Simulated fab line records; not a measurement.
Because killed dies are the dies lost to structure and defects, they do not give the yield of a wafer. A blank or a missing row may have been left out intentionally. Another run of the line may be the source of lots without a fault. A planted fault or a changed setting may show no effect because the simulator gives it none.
fab line records :: flow n5_finfet :: part 2 of 2: steps 24 to 32 of 32
[record]
  lots = 5
  wafers = 15
  last_day = 17
route steps=1938 shown BEOL_M13@1676
lots that met no fault: taken from a fault-free run of the same line
start_h: hours from the record's opening day to when the first of the lot's shown wafers began :: wait_h: time in hours since the lot's previous step :: " as in the row above :: L1.1+2: a row that stands for several wafers :: - either no value or no given start :: * or withheld: withheld :: < > ~ a bound
route shown NAME@n: a module of which the file shows steps, and the number in the route of the first :: usual: mean/standard deviation taken from wafers without a fault :: same: alike in all rows :: chamber/n: place in a boat :: sites: readings site by site :: _std_site: standard deviation across them :: _edge_site: the outer-site mean with the inner-site mean subtracted :: radius_mm: how far each site lies from the wafer's centre :: mask NAME#n: copy n :: behind: the tool/chamber that last shaped the wafer :: hold: why the lot went on hold/how many hours it stayed there/how the hold came to an end :: device: the transistor (n, p or np) that didn't switch :: end of line: tests of these same wafers at the route's end :: for a step that has no rows: nothing shown but its recipe :: killed: the dies lost at the first sort to structure and to defects; this is not the yield of the wafer :: map: per-die view of a wafer (x killed, . not killed, _ where there is no die)
set.NAME: setting as actually run; set.NAME@STEP: the setting as run at that earlier step :: model.NAME: the simulator's own value behind a step, which no gauge read
lots at selected steps of the route; one table per step, one row per wafer
services: from which hour (start_h, from the record's first day; less than 0 if before it) a tool's chamber was out of use, for how many hours, and why
[[steps]]
[step N5_BEOL_M13_STRIP_37]
[recipe]
  chemistry = N2/H2
  power_w = 1000
  temp_c = 250
  h2_frac = 0.65
  overash_fraction = 0.3
  pressure_mtorr = withheld
  n2_flow_sccm = 1750
  h2_flow_sccm = 3250
[usual]
  drypump_motor_current_A = 5.4/0.36
  h2_flow_sccm = 3251/11
  heater_power_w = 344/31
  oes_product_au = 0.784/0.0095
lot.wafer: L074.2
tool: plasma_asher-02
chamber: 1
start_h: 239.98
wait_h: 0.0
drypump_motor_current_A: 5.1
h2_flow_sccm: 3278
heater_power_w: 385
oes_product_au: 0.775
rf_hours_counter_h: 124

lot.wafer: L074.3
tool: plasma_asher-02
chamber: 1
start_h: 239.98
wait_h: 0.0
drypump_motor_current_A: 5.1
h2_flow_sccm: 3252
heater_power_w: 395
oes_product_au: 0.776
rf_hours_counter_h: -

lot.wafer: L074.4
tool: plasma_asher-02
chamber: 0
start_h: 239.98
wait_h: 0.0
drypump_motor_current_A: 4.9
h2_flow_sccm: 3251
heater_power_w: 375
oes_product_au: 0.781
rf_hours_counter_h: -

lot.wafer: L077.2
tool: plasma_asher-01
chamber: 1
start_h: 256.67
wait_h: 0.0
drypump_motor_current_A: 5.7
h2_flow_sccm: 3242
heater_power_w: 307
oes_product_au: 0.788
rf_hours_counter_h: 70

lot.wafer: L077.3
tool: plasma_asher-01
chamber: 0
start_h: 256.67
wait_h: 0.0
drypump_motor_current_A: 5.7
h2_flow_sccm: 3243
heater_power_w: 332
oes_product_au: 0.787
rf_hours_counter_h: -

lot.wafer: L077.6
tool: plasma_asher-01
chamber: 1
start_h: 256.67
wait_h: 0.0
drypump_motor_current_A: 5.7
h2_flow_sccm: 3238
heater_power_w: 310
oes_product_au: 0.789
rf_hours_counter_h: -

lot.wafer: L083.4
tool: plasma_asher-02
chamber: 0
start_h: 294.32
wait_h: 0.1
drypump_motor_current_A: 4.8
h2_flow_sccm: 3251
heater_power_w: 364
oes_product_au: 0.799
rf_hours_counter_h: -

lot.wafer: L083.5
tool: plasma_asher-02
chamber: 0
start_h: 294.32
wait_h: 0.1
drypump_motor_current_A: 4.8
h2_flow_sccm: 3252
heater_power_w: 362
oes_product_au: 0.797
rf_hours_counter_h: -

lot.wafer: L083.6
tool: plasma_asher-02
chamber: 1
start_h: 294.32
wait_h: 0.1
drypump_motor_current_A: 5.1
h2_flow_sccm: 3262
heater_power_w: 381
oes_product_au: 0.794
rf_hours_counter_h: -

lot.wafer: L090.1
tool: plasma_asher-02
chamber: 0
start_h: 339.04
wait_h: 0.0
drypump_motor_current_A: 4.8
h2_flow_sccm: 3250
heater_power_w: 370
oes_product_au: 0.778
rf_hours_counter_h: 144

lot.wafer: L090.3
tool: plasma_asher-02
chamber: 0
start_h: 339.04
wait_h: 0.0
drypump_motor_current_A: 4.8
h2_flow_sccm: 3269
heater_power_w: 366
oes_product_au: 0.776
rf_hours_counter_h: -

lot.wafer: L090.4
tool: plasma_asher-02
chamber: 1
start_h: 339.04
wait_h: 0.0
drypump_motor_current_A: 5.2
h2_flow_sccm: 3272
heater_power_w: 379
oes_product_au: 0.781
rf_hours_counter_h: -

lot.wafer: L095.2
tool: plasma_asher-01
chamber: 0
start_h: 387.66
wait_h: 0.0
drypump_motor_current_A: 5.7
h2_flow_sccm: 3245
heater_power_w: 327
oes_product_au: 0.780
rf_hours_counter_h: 98

lot.wafer: L095.3
tool: plasma_asher-01
chamber: 1
start_h: 387.66
wait_h: 0.0
drypump_motor_current_A: 5.7
h2_flow_sccm: 3262
heater_power_w: 304
oes_product_au: 0.781
rf_hours_counter_h: -

lot.wafer: L095.5
tool: plasma_asher-01
chamber: 1
start_h: 387.66
wait_h: 0.0
drypump_motor_current_A: 5.7
h2_flow_sccm: 3257
heater_power_w: 314
oes_product_au: 0.788
rf_hours_counter_h: -
[step N5_BEOL_M13_ETCH_38]
[recipe]
  chemistry = CF4/N2
  target = SiCN
  target_depth_a = 675
  taper_deg = 2
  time_s = 71.9
  ion_energy_ev = 150
  mask_material = SiO2
  pressure_mtorr = 40
  source_w = 430
  bias_w = 70
  Ar_flow_sccm = 100
  cf4_flow_sccm = 60
  n2_flow_sccm = 60
[usual]
  chamber_pressure_mTorr = 40.00/0.037
  drypump_motor_current_A = 5.5/0.37
  oes_product_au = 0.81/0.082
  rf_vpp_V = 382.2/2
  showerhead_plenum_p_Torr = 2.21/0.071
  throttle_valve_pct = 15.46/0.2
lot.wafer: L074.2
tool: rie_diel-06
chamber: 1
start_h: 240.07
wait_h: -
chamber_pressure_mTorr: 40.01
drypump_motor_current_A: 5.4
oes_product_au: 0.83
rf_hours_counter_h: 80
rf_vpp_V: 380.3
showerhead_plenum_p_Torr: 2.15
throttle_valve_pct: 15.63

lot.wafer: L074.3
tool: rie_diel-06
chamber: 0
start_h: 240.07
wait_h: -
chamber_pressure_mTorr: 40.00
drypump_motor_current_A: 5.6
oes_product_au: 0.73
rf_hours_counter_h: 174
rf_vpp_V: 383.7
showerhead_plenum_p_Torr: 2.29
throttle_valve_pct: 15.54

lot.wafer: L074.4
tool: rie_diel-06
chamber: 3
start_h: 240.07
wait_h: -
chamber_pressure_mTorr: 39.98
drypump_motor_current_A: 5.2
oes_product_au: 0.84
rf_hours_counter_h: 56
rf_vpp_V: 385.7
showerhead_plenum_p_Torr: 2.33
throttle_valve_pct: 15.19

lot.wafer: L077.2
tool: rie_diel-04
chamber: 2
start_h: 266.09
wait_h: -
chamber_pressure_mTorr: 40.05
drypump_motor_current_A: 5.7
oes_product_au: 0.70
rf_hours_counter_h: 192
rf_vpp_V: 379.5
showerhead_plenum_p_Torr: 2.11
throttle_valve_pct: 15.51

lot.wafer: L077.3
tool: rie_diel-04
chamber: 0
start_h: 266.09
wait_h: -
chamber_pressure_mTorr: 39.98
drypump_motor_current_A: 5.6
oes_product_au: 0.80
rf_hours_counter_h: 76
rf_vpp_V: 379.8
showerhead_plenum_p_Torr: 2.16
throttle_valve_pct: 15.37

lot.wafer: L077.6
tool: rie_diel-04
chamber: 1
start_h: 266.09
wait_h: -
chamber_pressure_mTorr: 40.06
drypump_motor_current_A: 5.0
oes_product_au: 0.96
rf_hours_counter_h: -
rf_vpp_V: 380.6
showerhead_plenum_p_Torr: 2.16
throttle_valve_pct: 15.22

lot.wafer: L083.4
tool: rie_diel-02
chamber: 3
start_h: 295.53
wait_h: -
chamber_pressure_mTorr: 40.00
drypump_motor_current_A: 5.7
oes_product_au: 0.84
rf_hours_counter_h: 76
rf_vpp_V: 386.9
showerhead_plenum_p_Torr: 2.31
throttle_valve_pct: 15.63

lot.wafer: L083.5
tool: rie_diel-02
chamber: 3
start_h: 295.53
wait_h: -
chamber_pressure_mTorr: 40.01
drypump_motor_current_A: 5.7
oes_product_au: 0.85
rf_hours_counter_h: -
rf_vpp_V: 385.4
showerhead_plenum_p_Torr: 2.31
throttle_valve_pct: 15.62

lot.wafer: L083.6
tool: rie_diel-02
chamber: 2
start_h: 295.53
wait_h: -
chamber_pressure_mTorr: 39.96
drypump_motor_current_A: 5.8
oes_product_au: 0.90
rf_hours_counter_h: -
rf_vpp_V: 380.8
showerhead_plenum_p_Torr: 2.16
throttle_valve_pct: 15.08

lot.wafer: L090.1
tool: rie_diel-02
chamber: 0
start_h: 343.97
wait_h: -
chamber_pressure_mTorr: 40.00
drypump_motor_current_A: 4.8
oes_product_au: 0.91
rf_hours_counter_h: 27
rf_vpp_V: 382.2
showerhead_plenum_p_Torr: 2.19
throttle_valve_pct: 15.45

lot.wafer: L090.3
tool: rie_diel-02
chamber: 3
start_h: 343.97
wait_h: -
chamber_pressure_mTorr: 40.03
drypump_motor_current_A: 5.7
oes_product_au: 0.82
rf_hours_counter_h: 91
rf_vpp_V: 384.9
showerhead_plenum_p_Torr: 2.31
throttle_valve_pct: 15.65

lot.wafer: L090.4
tool: rie_diel-02
chamber: 0
start_h: 343.97
wait_h: -
chamber_pressure_mTorr: 39.98
drypump_motor_current_A: 4.7
oes_product_au: 0.91
rf_hours_counter_h: -
rf_vpp_V: 380.3
showerhead_plenum_p_Torr: 2.19
throttle_valve_pct: 15.44

lot.wafer: L095.2
tool: rie_diel-04
chamber: 0
start_h: 388.09
wait_h: -
chamber_pressure_mTorr: 39.99
drypump_motor_current_A: 5.6
oes_product_au: 0.78
rf_hours_counter_h: 115
rf_vpp_V: 379.9
showerhead_plenum_p_Torr: 2.14
throttle_valve_pct: 15.44

lot.wafer: L095.3
tool: rie_diel-04
chamber: 3
start_h: 388.09
wait_h: -
chamber_pressure_mTorr: 39.98
drypump_motor_current_A: 5.4
oes_product_au: 0.98
rf_hours_counter_h: 2
rf_vpp_V: 384.5
showerhead_plenum_p_Torr: 2.27
throttle_valve_pct: 15.33

lot.wafer: L095.5
tool: rie_diel-04
chamber: 2
start_h: 388.09
wait_h: -
chamber_pressure_mTorr: 39.99
drypump_motor_current_A: 5.7
oes_product_au: 0.68
rf_hours_counter_h: -
rf_vpp_V: 378.6
showerhead_plenum_p_Torr: 2.09
throttle_valve_pct: 15.58
[step N5_BEOL_M13_PRECLEAN_39]
[recipe]
  chemistry = residue_remover
  time_s = 60
  temp_c = 40
lot.wafer: L074.2+3+4
tool: wet_bench-02
chamber: 1,7,2
start_h: 240.19
wait_h: 0.1

lot.wafer: L077.2+3+6
tool: wet_bench-02
chamber: 2,3,7
start_h: 266.25
wait_h: 0.1

lot.wafer: L083.4+5+6
tool: wet_bench-04
chamber: 6,7,3
start_h: 295.66
wait_h: 0.1

lot.wafer: L090.1+3+4
tool: wet_bench-02
chamber: 6,1,2
start_h: 344.10
wait_h: 0.1

lot.wafer: L095.2+3+5
tool: wet_bench-02
chamber: 7,4,6
start_h: 388.22
wait_h: 0.1
[step N5_BEOL_M13_SRD_40]
[recipe]
  time_s = 30
  temp_c = 23
  rinse_liquid = diw
  dry = n2_spin
  spin_rpm = 1500
  dry_time_s = 30
lot.wafer: L074.2+3+4
tool: wet_bench-02
chamber: 1,7,2
start_h: 240.21
wait_h: 0.0

lot.wafer: L077.2+3+6
tool: wet_bench-02
chamber: 2,3,7
start_h: 266.27
wait_h: 0.0

lot.wafer: L083.4+5+6
tool: wet_bench-04
chamber: 6,7,3
start_h: 295.68
wait_h: 0.0

lot.wafer: L090.1+3+4
tool: wet_bench-02
chamber: 6,1,2
start_h: 344.12
wait_h: 0.0

lot.wafer: L095.2+3+5
tool: wet_bench-02
chamber: 7,4,6
start_h: 388.24
wait_h: 0.0
[step N5_BEOL_M13_DEGAS_41]
[recipe]
  ambient = vacuum
  temp_c = 250
  time_s = 60
[usual]
  heater_power_w = 323/33
  susceptor_temp_C = 250.02/0.19
lot.wafer: L074.2
tool: pvd_sputter-03
chamber: -
start_h: 240.51
wait_h: 0.3
heater_power_w: 369
susceptor_temp_C: 250.18

lot.wafer: L074.3
tool: pvd_sputter-03
chamber: -
start_h: 240.51
wait_h: 0.3
heater_power_w: 288
susceptor_temp_C: 250.01

lot.wafer: L074.4
tool: pvd_sputter-03
chamber: -
start_h: 240.51
wait_h: 0.3
heater_power_w: 277
susceptor_temp_C: 250.21

lot.wafer: L077.2
tool: pvd_sputter-01
chamber: -
start_h: 266.32
wait_h: 0.0
heater_power_w: 356
susceptor_temp_C: 249.51

lot.wafer: L077.3
tool: pvd_sputter-01
chamber: -
start_h: 266.32
wait_h: 0.0
heater_power_w: 332
susceptor_temp_C: 250.28

lot.wafer: L077.6
tool: pvd_sputter-01
chamber: -
start_h: 266.32
wait_h: 0.0
heater_power_w: 319
susceptor_temp_C: 249.94

lot.wafer: L083.4
tool: pvd_sputter-02
chamber: -
start_h: 296.28
wait_h: 0.6
heater_power_w: 275
susceptor_temp_C: 249.97

lot.wafer: L083.5
tool: pvd_sputter-02
chamber: -
start_h: 296.28
wait_h: 0.6
heater_power_w: 349
susceptor_temp_C: 250.12

lot.wafer: L083.6
tool: pvd_sputter-02
chamber: -
start_h: 296.28
wait_h: 0.6
heater_power_w: 270
susceptor_temp_C: 249.88

lot.wafer: L090.1
tool: pvd_sputter-02
chamber: -
start_h: 344.37
wait_h: 0.2
heater_power_w: 271
susceptor_temp_C: 250.06

lot.wafer: L090.3
tool: pvd_sputter-02
chamber: -
start_h: 344.37
wait_h: 0.2
heater_power_w: 330
susceptor_temp_C: 250.00

lot.wafer: L090.4
tool: pvd_sputter-02
chamber: -
start_h: 344.37
wait_h: 0.2
heater_power_w: 337
susceptor_temp_C: 250.02

lot.wafer: L095.2
tool: pvd_sputter-03
chamber: -
start_h: 388.81
wait_h: 0.6
heater_power_w: 373
susceptor_temp_C: 249.99

lot.wafer: L095.3
tool: pvd_sputter-03
chamber: -
start_h: 388.81
wait_h: 0.6
heater_power_w: 316
susceptor_temp_C: 249.73

lot.wafer: L095.5
tool: pvd_sputter-03
chamber: -
start_h: 388.81
wait_h: 0.6
heater_power_w: 375
susceptor_temp_C: 250.13
[step N5_BEOL_M13_PRE_CLEAN_42]
[recipe]
  gas = H2/He
  time_s = 30
  temp_c = 250
[usual]
  heater_power_w = 323/33
  susceptor_temp_C = 249.97/0.16
lot.wafer: L074.2
tool: pvd_sputter-03
chamber: -
start_h: 240.55
wait_h: 0.0
heater_power_w: 390
susceptor_temp_C: 249.89

lot.wafer: L074.3
tool: pvd_sputter-03
chamber: -
start_h: 240.55
wait_h: 0.0
heater_power_w: 290
susceptor_temp_C: 250.14

lot.wafer: L074.4
tool: pvd_sputter-03
chamber: -
start_h: 240.55
wait_h: 0.0
heater_power_w: 280
susceptor_temp_C: 249.84

lot.wafer: L077.2
tool: pvd_sputter-01
chamber: -
start_h: 266.36
wait_h: 0.0
heater_power_w: 366
susceptor_temp_C: 249.84

lot.wafer: L077.3
tool: pvd_sputter-01
chamber: -
start_h: 266.36
wait_h: 0.0
heater_power_w: 327
susceptor_temp_C: 249.82

lot.wafer: L077.6
tool: pvd_sputter-01
chamber: -
start_h: 266.36
wait_h: 0.0
heater_power_w: 320
susceptor_temp_C: 249.82

lot.wafer: L083.4
tool: pvd_sputter-02
chamber: -
start_h: 296.32
wait_h: 0.0
heater_power_w: 267
susceptor_temp_C: 250.09

lot.wafer: L083.5
tool: pvd_sputter-02
chamber: -
start_h: 296.32
wait_h: 0.0
heater_power_w: 353
susceptor_temp_C: 249.86

lot.wafer: L083.6
tool: pvd_sputter-02
chamber: -
start_h: 296.32
wait_h: 0.0
heater_power_w: 268
susceptor_temp_C: 250.16

lot.wafer: L090.1
tool: pvd_sputter-02
chamber: -
start_h: 344.41
wait_h: 0.0
heater_power_w: 274
susceptor_temp_C: 249.96

lot.wafer: L090.3
tool: pvd_sputter-02
chamber: -
start_h: 344.41
wait_h: 0.0
heater_power_w: 319
susceptor_temp_C: 250.01

lot.wafer: L090.4
tool: pvd_sputter-02
chamber: -
start_h: 344.41
wait_h: 0.0
heater_power_w: 329
susceptor_temp_C: 249.78

lot.wafer: L095.2
tool: pvd_sputter-03
chamber: -
start_h: 388.85
wait_h: 0.0
heater_power_w: 374
susceptor_temp_C: 249.96

lot.wafer: L095.3
tool: pvd_sputter-03
chamber: -
start_h: 388.85
wait_h: 0.0
heater_power_w: 324
susceptor_temp_C: 250.06

lot.wafer: L095.5
tool: pvd_sputter-03
chamber: -
start_h: 388.85
wait_h: 0.0
heater_power_w: 374
susceptor_temp_C: 250.14
[step N5_BEOL_M13_SPUTTER_43]
[recipe]
  material = TaN
  target_thk_a = 150
  temp_c = 50
  bias_v = 168.6
  power_w = 15000
  chamber_pressure_pa = 0.12
  time_s = 24.19
[usual]
  susceptor_temp_C = 50.01/0.11
  throttle_valve_pct = 29.9/1
lot.wafer: L074.2
tool: pvd_sputter-03
chamber: -
start_h: 240.59
wait_h: 0.0
susceptor_temp_C: 50.10
throttle_valve_pct: 28.7

lot.wafer: L074.3
tool: pvd_sputter-03
chamber: -
start_h: 240.59
wait_h: 0.0
susceptor_temp_C: 50.05
throttle_valve_pct: 31.7

lot.wafer: L074.4
tool: pvd_sputter-03
chamber: -
start_h: 240.59
wait_h: 0.0
susceptor_temp_C: 50.20
throttle_valve_pct: 28.7

lot.wafer: L077.2
tool: pvd_sputter-01
chamber: -
start_h: 266.40
wait_h: 0.0
susceptor_temp_C: 50.08
throttle_valve_pct: 30.9

lot.wafer: L077.3
tool: pvd_sputter-01
chamber: -
start_h: 266.40
wait_h: 0.0
susceptor_temp_C: 49.85
throttle_valve_pct: 29.7

lot.wafer: L077.6
tool: pvd_sputter-01
chamber: -
start_h: 266.40
wait_h: 0.0
susceptor_temp_C: 49.93
throttle_valve_pct: 29.9

lot.wafer: L083.4
tool: pvd_sputter-02
chamber: -
start_h: 296.36
wait_h: 0.0
susceptor_temp_C: 50.03
throttle_valve_pct: 31.5

lot.wafer: L083.5
tool: pvd_sputter-02
chamber: -
start_h: 296.36
wait_h: 0.0
susceptor_temp_C: 50.23
throttle_valve_pct: 28.8

lot.wafer: L083.6
tool: pvd_sputter-02
chamber: -
start_h: 296.36
wait_h: 0.0
susceptor_temp_C: 49.91
throttle_valve_pct: 31.3

lot.wafer: L090.1
tool: pvd_sputter-02
chamber: -
start_h: 344.45
wait_h: 0.0
susceptor_temp_C: 49.92
throttle_valve_pct: 31.4

lot.wafer: L090.3
tool: pvd_sputter-02
chamber: -
start_h: 344.45
wait_h: 0.0
susceptor_temp_C: 50.06
throttle_valve_pct: 29.7

lot.wafer: L090.4
tool: pvd_sputter-02
chamber: -
start_h: 344.45
wait_h: 0.0
susceptor_temp_C: 49.96
throttle_valve_pct: 29.7

lot.wafer: L095.2
tool: pvd_sputter-03
chamber: -
start_h: 388.89
wait_h: 0.0
susceptor_temp_C: 50.13
throttle_valve_pct: 28.6

lot.wafer: L095.3
tool: pvd_sputter-03
chamber: -
start_h: 388.89
wait_h: 0.0
susceptor_temp_C: 49.79
throttle_valve_pct: 29.7

lot.wafer: L095.5
tool: pvd_sputter-03
chamber: -
start_h: 388.89
wait_h: 0.0
susceptor_temp_C: 50.00
throttle_valve_pct: 28.6
[step N5_BEOL_M13_SPUTTER_44]
[recipe]
  material = Ta
  target_thk_a = 100
  temp_c = 50
  bias_v = 80
  power_w = 15000
  chamber_pressure_pa = 0.07
  time_s = 16.13
[usual]
  susceptor_temp_C = 49.99/0.11
  throttle_valve_pct = 29.9/1
lot.wafer: L074.2
tool: pvd_sputter-03
chamber: -
start_h: 240.67
wait_h: 0.0
susceptor_temp_C: 49.99
throttle_valve_pct: 28.7

lot.wafer: L074.3
tool: pvd_sputter-03
chamber: -
start_h: 240.67
wait_h: 0.0
susceptor_temp_C: 50.10
throttle_valve_pct: 31.3

lot.wafer: L074.4
tool: pvd_sputter-03
chamber: -
start_h: 240.67
wait_h: 0.0
susceptor_temp_C: 49.95
throttle_valve_pct: 28.4

lot.wafer: L077.2
tool: pvd_sputter-01
chamber: -
start_h: 266.48
wait_h: 0.0
susceptor_temp_C: 49.85
throttle_valve_pct: 31.1

lot.wafer: L077.3
tool: pvd_sputter-01
chamber: -
start_h: 266.48
wait_h: 0.0
susceptor_temp_C: 50.14
throttle_valve_pct: 29.7

lot.wafer: L077.6
tool: pvd_sputter-01
chamber: -
start_h: 266.48
wait_h: 0.0
susceptor_temp_C: 50.11
throttle_valve_pct: 29.9

lot.wafer: L083.4
tool: pvd_sputter-02
chamber: -
start_h: 296.44
wait_h: 0.0
susceptor_temp_C: 49.87
throttle_valve_pct: 31.5

lot.wafer: L083.5
tool: pvd_sputter-02
chamber: -
start_h: 296.44
wait_h: 0.0
susceptor_temp_C: 49.89
throttle_valve_pct: 28.6

lot.wafer: L083.6
tool: pvd_sputter-02
chamber: -
start_h: 296.44
wait_h: 0.0
susceptor_temp_C: 49.81
throttle_valve_pct: 31.5

lot.wafer: L090.1
tool: pvd_sputter-02
chamber: -
start_h: 344.53
wait_h: 0.0
susceptor_temp_C: 50.01
throttle_valve_pct: 31.6

lot.wafer: L090.3
tool: pvd_sputter-02
chamber: -
start_h: 344.53
wait_h: 0.0
susceptor_temp_C: 50.05
throttle_valve_pct: 29.7

lot.wafer: L090.4
tool: pvd_sputter-02
chamber: -
start_h: 344.53
wait_h: 0.0
susceptor_temp_C: 49.89
throttle_valve_pct: 29.8

lot.wafer: L095.2
tool: pvd_sputter-03
chamber: -
start_h: 388.97
wait_h: 0.0
susceptor_temp_C: 50.06
throttle_valve_pct: 28.6

lot.wafer: L095.3
tool: pvd_sputter-03
chamber: -
start_h: 388.97
wait_h: 0.0
susceptor_temp_C: 50.20
throttle_valve_pct: 30.1

lot.wafer: L095.5
tool: pvd_sputter-03
chamber: -
start_h: 388.97
wait_h: 0.0
susceptor_temp_C: 50.13
throttle_valve_pct: 29.0
[step N5_BEOL_M13_SPUTTER_45]
[recipe]
  material = Cu
  target_thk_a = 800
  temp_c = -20
  bias_v = 60
  power_w = 26000
  chamber_pressure_pa = 0.13
  time_s = 13.33
[usual]
  susceptor_temp_C = -20.00/0.11
  throttle_valve_pct = 29.9/1
lot.wafer: L074.2
tool: pvd_sputter-03
chamber: -
start_h: 240.75
wait_h: 0.0
susceptor_temp_C: -19.87
throttle_valve_pct: 28.6

lot.wafer: L074.3
tool: pvd_sputter-03
chamber: -
start_h: 240.75
wait_h: 0.0
susceptor_temp_C: -20.14
throttle_valve_pct: 31.8

lot.wafer: L074.4
tool: pvd_sputter-03
chamber: -
start_h: 240.75
wait_h: 0.0
susceptor_temp_C: -20.21
throttle_valve_pct: 28.3

lot.wafer: L077.2
tool: pvd_sputter-01
chamber: -
start_h: 266.56
wait_h: 0.0
susceptor_temp_C: -20.06
throttle_valve_pct: 30.9

lot.wafer: L077.3
tool: pvd_sputter-01
chamber: -
start_h: 266.56
wait_h: 0.0
susceptor_temp_C: -20.16
throttle_valve_pct: 29.8

lot.wafer: L077.6
tool: pvd_sputter-01
chamber: -
start_h: 266.56
wait_h: 0.0
susceptor_temp_C: -20.09
throttle_valve_pct: 29.6

lot.wafer: L083.4
tool: pvd_sputter-02
chamber: -
start_h: 296.52
wait_h: 0.0
susceptor_temp_C: -20.14
throttle_valve_pct: 31.2

lot.wafer: L083.5
tool: pvd_sputter-02
chamber: -
start_h: 296.52
wait_h: 0.0
susceptor_temp_C: -20.04
throttle_valve_pct: 28.4

lot.wafer: L083.6
tool: pvd_sputter-02
chamber: -
start_h: 296.52
wait_h: 0.0
susceptor_temp_C: -19.89
throttle_valve_pct: 31.1

lot.wafer: L090.1
tool: pvd_sputter-02
chamber: -
start_h: 344.61
wait_h: 0.0
susceptor_temp_C: -19.95
throttle_valve_pct: 31.4

lot.wafer: L090.3
tool: pvd_sputter-02
chamber: -
start_h: 344.61
wait_h: 0.0
susceptor_temp_C: -19.84
throttle_valve_pct: 29.7

lot.wafer: L090.4
tool: pvd_sputter-02
chamber: -
start_h: 344.61
wait_h: 0.0
susceptor_temp_C: -19.94
throttle_valve_pct: 29.6

lot.wafer: L095.2
tool: pvd_sputter-03
chamber: -
start_h: 389.05
wait_h: 0.0
susceptor_temp_C: -20.07
throttle_valve_pct: 28.9

lot.wafer: L095.3
tool: pvd_sputter-03
chamber: -
start_h: 389.05
wait_h: 0.0
susceptor_temp_C: -20.00
throttle_valve_pct: 29.6

lot.wafer: L095.5
tool: pvd_sputter-03
chamber: -
start_h: 389.05
wait_h: 0.0
susceptor_temp_C: -19.92
throttle_valve_pct: 28.5
[[services]]
tool: krf_scanner-02
chamber: -
start_h: 217.64
hours: 4.4
kind: pm

tool: rie_diel-04
chamber: 0
start_h: 222.79
hours: 11.3
kind: repair

tool: rie_diel-04
chamber: 2
start_h: 228.08
hours: 2.4
kind: repair

tool: krf_scanner-01
chamber: -
start_h: 228.95
hours: 4.4
kind: pm

tool: krf_scanner-02
chamber: -
start_h: 232.37
hours: 4.4
kind: repair

tool: krf_scanner-02
chamber: -
start_h: 255.21
hours: 1.3
kind: pm

tool: plasma_asher-01
chamber: -
start_h: 279.26
hours: 1.1
kind: repair

tool: wet_bench-04
chamber: -
start_h: 287.69
hours: 4.4
kind: pm

tool: krf_scanner-02
chamber: -
start_h: 290.67
hours: 3.6
kind: pm

tool: krf_scanner-02
chamber: -
start_h: 298.18
hours: 2.0
kind: repair

tool: rie_diel-06
chamber: 2
start_h: 299.45
hours: 8.1
kind: repair

tool: krf_scanner-01
chamber: -
start_h: 306.38
hours: 0.8
kind: pm

tool: plasma_asher-02
chamber: -
start_h: 310.94
hours: 1.1
kind: repair

tool: pvd_sputter-03
chamber: -
start_h: 316.53
hours: 4.6
kind: repair

tool: krf_scanner-02
chamber: -
start_h: 323.12
hours: 0.8
kind: pm

tool: krf_scanner-01
chamber: -
start_h: 352.60
hours: 1.0
kind: pm

tool: plasma_asher-02
chamber: -
start_h: 352.85
hours: 17.1
kind: pm

tool: wet_bench-04
chamber: -
start_h: 354.24
hours: 3.8
kind: repair

tool: pvd_sputter-02
chamber: -
start_h: 361.06
hours: 3.8
kind: repair

tool: krf_scanner-02
chamber: -
start_h: 363.96
hours: 1.0
kind: pm

tool: plasma_asher-01
chamber: -
start_h: 364.24
hours: 0.7
kind: repair

tool: plasma_asher-02
chamber: -
start_h: 375.73
hours: 1.2
kind: repair

tool: krf_scanner-01
chamber: -
start_h: 384.15
hours: 1.3
kind: pm

tool: rie_diel-04
chamber: 2
start_h: 388.56
hours: 11.7
kind: repair
